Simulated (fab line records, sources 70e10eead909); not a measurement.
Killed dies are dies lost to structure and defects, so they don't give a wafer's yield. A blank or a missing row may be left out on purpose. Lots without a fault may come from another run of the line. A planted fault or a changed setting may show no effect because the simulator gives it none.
Chamber matching | flow nand_harc | NHARC_A_CHANNEL_FILL_D1_ALD_14 on ald_hk-03: 4 sister chambers
The step deposits SiO2, target thk 2.5 nm, pulse time 10 s, ald cycles 25. 4 wafers are shown with their chamber, then 7 later ones without.

WAFERS WITH THEIR CHAMBER
wafer  | chamber | heater_power_w (W)
L084.5 | 0       | 427
L084.6 | 1       | 452
L091.3 | 3       | 534
L091.4 | 2       | 431

WAFERS WITHOUT THEIR CHAMBER
wafer  | heater_power_w (W)
L091.5 | 446
L093.1 | 421
L093.5 | 556
L093.6 | 419
L095.2 | 456
L095.4 | 437
L095.5 | 407

WHICH CHAMBER EACH WENT THROUGH
wafer  | from the rows above          | in truth
L091.5 | can't be placed: 1 or 2 or 0 | 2
L093.1 | can't be placed: 0 or 2      | 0
L093.5 | 3                            | 3
L093.6 | can't be placed: 0 or 2      | 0
L095.2 | can't be placed: 1 or 2      | 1
L095.4 | can't be placed: 2 or 0 or 1 | 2
L095.5 | can't be placed: 0 or 2      | 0
Placed correctly: 1 of 7. Can't be placed from these rows: 6 (the true chamber is among the candidates in 6). Placed wrongly: 0.
How it was worked out, from the rows above alone: a wafer's distance from a chamber is the root of the sum, over the readings, of the square of ((its reading less the chamber's mean) divided by the reading's scatter). The wafer belongs to the nearest chamber; if the next one is less than 2 further off, it can't be placed. A chamber's mean is the mean of its shown wafers. The scatter: with one shown wafer a chamber, the root of the mean of the squares of how far each hidden wafer lies from its nearest shown one.
